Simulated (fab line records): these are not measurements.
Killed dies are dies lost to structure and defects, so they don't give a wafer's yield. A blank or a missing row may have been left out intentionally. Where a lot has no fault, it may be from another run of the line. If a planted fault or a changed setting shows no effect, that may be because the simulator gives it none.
fab line records	flow nandHarc	part 2 of 2: steps 23 to 32 of 32
record lots=5	wafers=15	lastDay=33
route steps=1302 shown A_BONDPAD@1206 HYBRID_BOND@1237
lots that met no fault: taken from a fault-free run of the same line
startH: the number of hours between the record's first day and the start of the first shown wafer of the lot	waitH: hours elapsed since this lot's preceding step	" identical to the entry in the row above	L1.1+2: a single row standing in for several wafers	- no value present, or no start provided	* or withheld: withheld	< > ~ a bound
route shown NAME@n: names a module that has steps shown in the file, with the first one's number in the route	usual: average and standard deviation across the fault-free wafers	same: alike in all rows	chamber/n: place in a boat	sites: per-site readings	_std_site: standard deviation of those values	_edge_site: the outer-site mean with the inner-site mean subtracted	radiusMm: how far each site lies from the wafer's centre	mask NAME#n: copy n	behind: the tool/chamber that last shaped the wafer	hold: reason for holding the lot/hours on hold/outcome of the hold	device: the transistor (n, p or np) that didn't switch	end of line: the tests these same wafers got at the end of their route	for a step that has no rows: nothing shown but its recipe	killed: dies that structure and defects cost at the first sort, which is not the same as the wafer's yield	map: per-die view of a wafer (x killed, . not killed, _ where there is no die)
set.NAME: the setting as run; set.NAME@STEP: as run at that earlier step	model.NAME: the simulator's own value behind a step, which no gauge read
lots seen at some steps along the route; tables by step, rows by wafer
services: the hour from which a tool's chamber was out of use, counted from the record's first day as startH (under 0 if before that day), plus the number of hours and why
## steps
# step NHARC_A_BONDPAD_PVD_27
# recipe targetThkA=300	chamberPressurePa=5	powerW=5000	substrateTempC=30	timeS=20.49	material=Cu
# usual cathodeDcPowerW=4999.9/0.84	throttleValvePct=29.9/1.1
lot.wafer	tool	chamber	startH	waitH	cathodeDcPowerW	throttleValvePct
L075.3	pvdSputter-03	-	-	-	4999.8	28.5
L075.2	"	-	"	"	4999.5	30.4
L075.5	"	-	"	"	5001.0	30.2
L079.4	pvdSputter-03	-	-	-	5000.2	30.1
L079.3	"	-	"	"	4999.5	28.4
L079.1	"	-	"	"	4997.9	31.5
L080.3	pvdSputter-02	-	-	-	4999.0	30.0
L080.6	"	-	"	"	5000.5	28.5
L080.5	"	-	"	"	4999.9	29.5
L093.3	pvdSputter-03	-	-	-	4999.8	28.5
L093.1	"	-	"	"	4998.5	30.7
L093.2	"	-	"	"	5001.3	29.1
L097.2	pvdSputter-03	-	-	-	4998.3	31.0
L097.1	"	-	"	"	5000.8	29.2
L097.5	"	-	"	"	5000.1	31.0
# step NHARC_A_BONDPAD_ECD_18
# recipe targetThkA=4000	bathTempC=25	material=Cu
# usual bathHeatDutyPct=6.2/0.61
lot.wafer	tool	chamber	startH	waitH	bathHeatDutyPct
L075.2	ecdCu-01	1	545.81	-	5.6
L075.3	"	1	"	"	5.8
L075.5	"	1	"	"	5.0
L079.1	ecdCu-01	0	599.02	-	6.1
L079.4	"	1	"	"	5.7
L079.3	"	0	"	"	6.5
L080.3	ecdCu-01	0	604.89	-	5.9
L080.6	"	1	"	"	6.0
L080.5	"	0	"	"	5.4
L093.1	ecdCu-02	0	734.68	-	6.0
L093.2	"	1	"	"	6.0
L093.3	"	1	"	"	6.0
L097.2	ecdCu-02	0	753.73	-	7.5
L097.1	"	1	"	"	6.4
L097.5	"	0	"	"	6.2
# step NHARC_A_BONDPAD_ANNEAL_28
# recipe tempC=225	timeS=90
# usual wafer_temp_C_max=226.1/0.33
lot.wafer	tool	chamber	startH	waitH	wafer_temp_C_max
L075.2	rtpAnneal-02	0	546.24	-	226.3
L075.3	"	0	"	"	226.1
L075.5	"	0	"	"	226.6
L079.1	rtpAnneal-02	0	599.35	-	226.3
L079.3	"	0	"	"	226.3
L079.4	"	0	"	"	226.0
L080.3	rtpAnneal-01	0	605.22	0.3	225.5
L080.5	"	0	"	"	225.6
L080.6	"	0	"	"	225.8
L093.1	rtpAnneal-01	0	735.05	-	226.4
L093.2	"	0	"	"	225.9
L093.3	"	0	"	"	226.0
L097.1	rtpAnneal-01	0	754.11	0.3	226.0
L097.2	"	0	"	"	226.1
L097.5	"	0	"	"	226.1
# step NHARC_A_BONDPAD_CMP_19
# recipe tOverpolishS=30	cuRecessTouchS=16	targetThkNm=169.82
# usual motorCurrentA=11.6/0.9	overpolishRunS=29.999/0.0088	slurryFilterDpKPa=13.49/0.13
lot.wafer	tool	chamber	startH	waitH	motorCurrentA	overpolishRunS	slurryFilterDpKPa
L075.2	cmp-04	2	546.60	-	12.2	29.988	13.53
L075.3	"	3	"	"	10.5	30.008	13.69
L075.5	"	1	"	"	13.0	30.005	13.62
L079.1	cmp-03	0	599.69	-	12.0	30.008	13.28
L079.4	"	2	"	"	11.4	29.985	13.58
L079.3	"	3	"	"	10.6	30.002	13.42
L080.3	cmp-03	2	605.46	-	12.0	30.012	13.49
L080.5	"	2	"	"	12.0	29.991	13.65
L080.6	"	3	"	"	10.6	30.007	13.38
L093.1	cmp-03	0	735.40	-	11.7	30.002	13.46
L093.2	"	1	"	"	11.3	29.993	13.47
L093.3	"	3	"	"	10.6	30.005	13.37
L097.1	cmp-03	1	754.49	-	10.9	30.011	13.65
L097.2	"	3	"	"	11.4	30.001	13.57
L097.5	"	1	"	"	11.2	29.997	13.63
# step NHARC_A_BONDPAD_THK_MEAS_20
# recipe thkMeasGauge=xrf
# usual thkNm=170.0/1.6
lot.wafer	tool	chamber	startH	waitH	thkNm
L075.2	filmMetro-01	-	546.86	-	169.3
L075.3	"	-	"	"	171.3
L075.5	"	-	"	"	170.1
L079.1	filmMetro-02	-	600.01	-	171.4
L079.3	"	-	"	"	169.2
L079.4	"	-	"	"	165.0
L080.3	filmMetro-01	-	605.78	-	167.7
L080.5	"	-	"	"	168.1
L080.6	"	-	"	"	169.8
L093.1	filmMetro-01	-	735.72	-	167.3
L093.2	"	-	"	"	168.6
L093.3	"	-	"	"	169.0
L097.1	filmMetro-02	-	754.78	-	172.2
L097.2	"	-	"	"	171.7
L097.5	"	-	"	"	171.7
# step NHARC_A_BONDPAD_SRD_21
# recipe timeS=30	tempC=23	dryTimeS=20	spinRpm=1500
# usual bathHeatDutyPct=3.8/0.59
lot.wafer	tool	chamber	startH	waitH	bathHeatDutyPct
L075.2	wetBench-10	4	546.90	0.0	3.5
L075.5	"	7	"	"	4.1
L075.3	"	1	"	"	4.7
L079.4	wetBench-10	0	600.05	0.0	4.1
L079.1	"	2	"	"	3.1
L079.3	"	3	"	"	3.4
L080.5	wetBench-10	0	605.82	0.0	2.7
L080.6	"	3	"	"	2.9
L080.3	"	4	"	"	3.7
L093.3	wetBench-08	7	735.77	0.0	3.1
L093.2	"	0	"	"	4.8
L093.1	"	2	"	"	3.1
L097.5	wetBench-10	2	754.83	0.0	4.1
L097.2	"	5	"	"	3.1
L097.1	"	6	"	"	2.9
# step NHARC_A_BONDPAD_INSPECT_23
# usual rawDefectCount=536/120
lot.wafer	tool	chamber	startH	waitH	rawDefectCount
L075.2	defectInspect-01	-	547.08	0.0	466
L075.3	"	-	"	"	653
L075.5	"	-	"	"	602
L079.1	defectInspect-02	-	600.22	0.0	502
L079.3	"	-	"	"	550
L079.4	"	-	"	"	874
L080.3	defectInspect-02	-	605.99	0.0	897
L080.5	"	-	"	"	500
L080.6	"	-	"	"	662
L093.1	defectInspect-02	-	735.95	0.0	508
L093.2	"	-	"	"	631
L093.3	"	-	"	"	629
L097.1	defectInspect-01	-	754.99	0.0	423
L097.2	"	-	"	"	452
L097.5	"	-	"	"	671
# step NHARC_HYBRID_BOND_ACTIVATE_00
# recipe timeS=60	n2FlowSccm=200	arFlowSccm=0	biasPowerW=0	chemistry=N2
# usual drypumpMotorCurrentA=5.7/0.48	oesProductAu=0.998/0.0092	rfVppV=63.9/0.81	showerheadPlenumPTorr=1.74/0.058
lot.wafer	tool	chamber	startH	waitH	drypumpMotorCurrentA	oesProductAu	rfHoursCounterH	rfVppV	showerheadPlenumPTorr
L075.3	rieDiel-09	3	547.16	0.1	5.7	1.004	11	65.2	1.80
L075.2	"	0	"	"	5.2	1.007	9	65.7	1.73
L075.5	"	3	"	"	5.6	1.001	-	65.3	1.80
L079.3	rieDiel-08	1	600.28	0.1	6.5	1.003	6	63.0	1.69
L079.1	"	2	"	"	5.9	0.986	5	62.9	1.73
L079.4	"	0	"	"	5.1	0.997	6	63.2	1.71
L080.3	rieDiel-08	2	606.07	0.1	6.0	0.981	6	63.3	1.73
L080.5	"	0	"	"	5.1	1.000	-	65.0	1.71
L080.6	"	1	"	"	6.6	1.000	-	63.6	1.69
L093.1	rieDiel-08	2	736.01	0.1	5.9	1.021	0	65.5	1.73
L093.3	"	3	"	"	5.7	0.999	0	62.9	1.82
L093.2	"	0	"	"	5.1	1.021	0	65.1	1.71
L097.1	rieDiel-03	0	755.06	0.1	5.9	0.996	36	63.5	1.63
L097.2	"	1	"	"	5.7	1.007	38	62.9	1.65
L097.5	"	3	"	"	5.9	1.001	-	64.7	1.81
# step NHARC_HYBRID_BOND_PRECLEAN_01
# recipe timeS=300	tempC=23	chemistry=DIW
# usual bathHeatDutyPct=3.8/0.55
lot.wafer	tool	chamber	startH	waitH	bathHeatDutyPct
L075.2	wetBench-08	7	547.30	0.1	3.6
L075.3	"	3	"	"	3.9
L075.5	"	4	"	"	3.7
L079.1	wetBench-08	1	600.45	0.1	4.2
L079.3	"	4	"	"	4.2
L079.4	"	5	"	"	3.6
L080.6	wetBench-10	3	606.20	0.1	3.2
L080.3	"	7	"	"	4.1
L080.5	"	0	"	"	3.7
L093.3	wetBench-08	1	736.18	0.1	3.2
L093.2	"	2	"	"	3.0
L093.1	"	5	"	"	3.0
L097.1	wetBench-10	2	755.24	0.2	4.3
L097.5	"	3	"	"	2.5
L097.2	"	4	"	"	3.3
# step NHARC_HYBRID_BOND_SRD_02
# recipe timeS=30	tempC=23	dryTimeS=20	spinRpm=1500
# usual bathHeatDutyPct=3.8/0.54
lot.wafer	tool	chamber	startH	waitH	bathHeatDutyPct
L075.2	wetBench-08	7	-	-	3.1
L075.3	"	3	"	"	3.7
L075.5	"	4	"	"	3.6
L079.1	wetBench-08	1	-	-	4.0
L079.3	"	4	"	"	3.9
L079.4	"	5	"	"	3.5
L080.6	wetBench-10	3	-	-	2.8
L080.3	"	7	"	"	4.6
L080.5	"	0	"	"	3.9
L093.3	wetBench-08	1	-	-	3.3
L093.2	"	2	"	"	3.0
L093.1	"	5	"	"	3.2
L097.1	wetBench-10	2	-	-	4.7
L097.5	"	3	"	"	3.0
L097.2	"	4	"	"	3.8
## services
tool	chamber	startH	hours	kind
pvdSputter-03	-	534.32	10.0	pm
rieDiel-11	1	543.25	4.5	repair
cmp-03	-	554.15	4.0	pm
cmp-03	-	562.54	2.0	repair
cmp-03	-	567.59	0.5	repair
rieDiel-13	1	587.87	2.6	repair
lithoTrack-07	-	601.00	7.0	pm
rieDiel-13	3	603.91	10.9	repair
rieDiel-11	-	610.24	9.0	pm
lithoTrack-03	-	625.03	7.0	pm
rieDiel-11	3	635.16	5.8	repair
pvdSputter-02	-	638.00	10.0	pm
wetBench-08	-	646.43	8.0	pm
lithoTrack-05	-	649.00	7.0	pm
cmp-03	-	652.15	4.0	pm
rieDiel-13	1	666.26	7.7	repair
wetBench-10	-	671.10	8.0	pm
pvdSputter-03	-	691.71	2.1	repair
wetBench-10	-	695.80	4.0	repair
rieDiel-13	-	696.07	9.0	pm
cmp-03	-	701.97	0.3	repair
cmp-03	-	711.76	0.9	repair
pvdSputter-03	-	712.32	10.0	pm
cmp-03	-	750.15	4.0	pm
